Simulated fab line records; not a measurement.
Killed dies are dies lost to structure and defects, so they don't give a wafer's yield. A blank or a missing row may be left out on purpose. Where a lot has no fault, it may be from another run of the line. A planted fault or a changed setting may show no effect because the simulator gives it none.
Split-lot trial -- flow n5Finfet -- route with 1938 steps; 7 lots, 21 wafers read

== SPLIT DETAILS ==
At N5_BEOL_M1_TRENCH_ETCH_37 (etches SiOC in C4F6/O2, target depth 55.207 nm, time 29 s), the setting sourceW was moved away from the recipe's 355 W on 4 of the 21 wafers read, by -17.0% to +7.2%. This setting was run at the recipe's value on the other wafers.

The reading comes from the split's own step.

== THE READING ==
rfVppV, in V, at N5_BEOL_M1_TRENCH_ETCH_37 (etches SiOC in C4F6/O2, target depth 55.207 nm, time 29 s). A value of 662 V with a standard deviation of 7.8 V is what fault-free wafers of this fab line usually give.

wafer,"tool, chamber at the split","sourceW as run, W",against the recipe,"rfVppV, V",against lot-mates on the recipe
L081.1,"rieDiel-06, 1",355,recipe,653,-
L081.2,"rieDiel-06, 2",355,recipe,649,-
L081.6,"rieDiel-06, 1",355,recipe,652,-
L083.1,"rieDiel-02, 3",355,recipe,670,-
L083.2,"rieDiel-02, 2",380.5,+7.2%,639,-31
L083.4,"rieDiel-02, 0",380.5,+7.2%,646,-24
L088.1,"rieDiel-01, 3",294.5,-17.0%,726,+60
L088.5,"rieDiel-01, 1",355,recipe,666,-
L088.6,"rieDiel-01, 2",294.5,-17.0%,732,+66
L090.2,"rieDiel-06, 0",355,recipe,676,-
L090.3,"rieDiel-06, 2",355,recipe,651,-
L090.4,"rieDiel-06, 3",355,recipe,660,-
L091.2,"rieDiel-06, 0",355,recipe,679,-
L091.3,"rieDiel-06, 3",355,recipe,661,-
L091.5,"rieDiel-06, 2",355,recipe,651,-
L092.3,"rieDiel-06, 2",355,recipe,651,-
L092.4,"rieDiel-06, 3",355,recipe,659,-
L092.6,"rieDiel-06, 1",355,recipe,653,-
L093.2,"rieDiel-02, 2",355,recipe,662,-
L093.3,"rieDiel-02, 1",355,recipe,658,-
L093.4,"rieDiel-02, 3",355,recipe,670,-

FIT RESULTS
A straight line over all 21 wafers: rfVppV changes by -3.76 V for each +1% of sourceW; r = -0.92; the points scatter about the line by 9.2 V.
The same after taking each lot's own level away (the mean of its wafers on the recipe; 21 wafers): -3.72 V for each +1%; r = -0.96; scatter 6.8 V.
That fit puts the effect of the largest move of sourceW on the reading at 63 V.
Across the lots, their own levels run from 651.3 to 670.0 V, a range of 2.4 times the standard deviation given above.
The two slopes agree, so the slope changes little with the lot-to-lot level.
Check: for one of the wafers moved furthest among these (-17.0%), held out of the fit, the line's prediction against its lot-mates is +65.8 V. It came out at +60 V against them.
Tool readings at the split's step, against how far the setting was moved: rfVppV r = -0.92.

== ADDITIONAL SPLITS CARRIED BY THESE WAFERS ==
Note: prior to the reading, these wafers also went through further splits. Each is held against what the fit with the lots' levels taken away leaves over:
other split on the same wafers,wafers away from the commonest value,r with rfVppV (lot level and that fit taken away)
N5_BEOL_M0_CUTY_DESCUM_61 timeS,11,-0.26

== THE WHOLE CHAIN: every reading that the file lists as answering this split, in the file's order ==
step,what it does,reading,change (the file's fit),r (the file's)
N5_BEOL_M1_TRENCH_ETCH_37,"etches SiOC in C4F6/O2, target depth 55.207 nm, time 29 s",rfVppV,-3.72 V for each +1% of the setting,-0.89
N5_BEOL_M1_TRENCH_ETCH_37,"etches SiOC in C4F6/O2, target depth 55.207 nm, time 29 s","etch.depthNm (the simulator's own value, which no gauge read)",+0.191 nm for each +1% of the setting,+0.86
N5_BEOL_M1_TRENCH_ETCH_37,"etches SiOC in C4F6/O2, target depth 55.207 nm, time 29 s","BEOL_M1.featureDepthNm (the simulator's own value, which no gauge read)",+0.19 nm for each +1% of the setting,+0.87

== FILE'S OWN FIT ==
rfVppV changes by -3.72 V for each +1% of sourceW, r = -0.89.
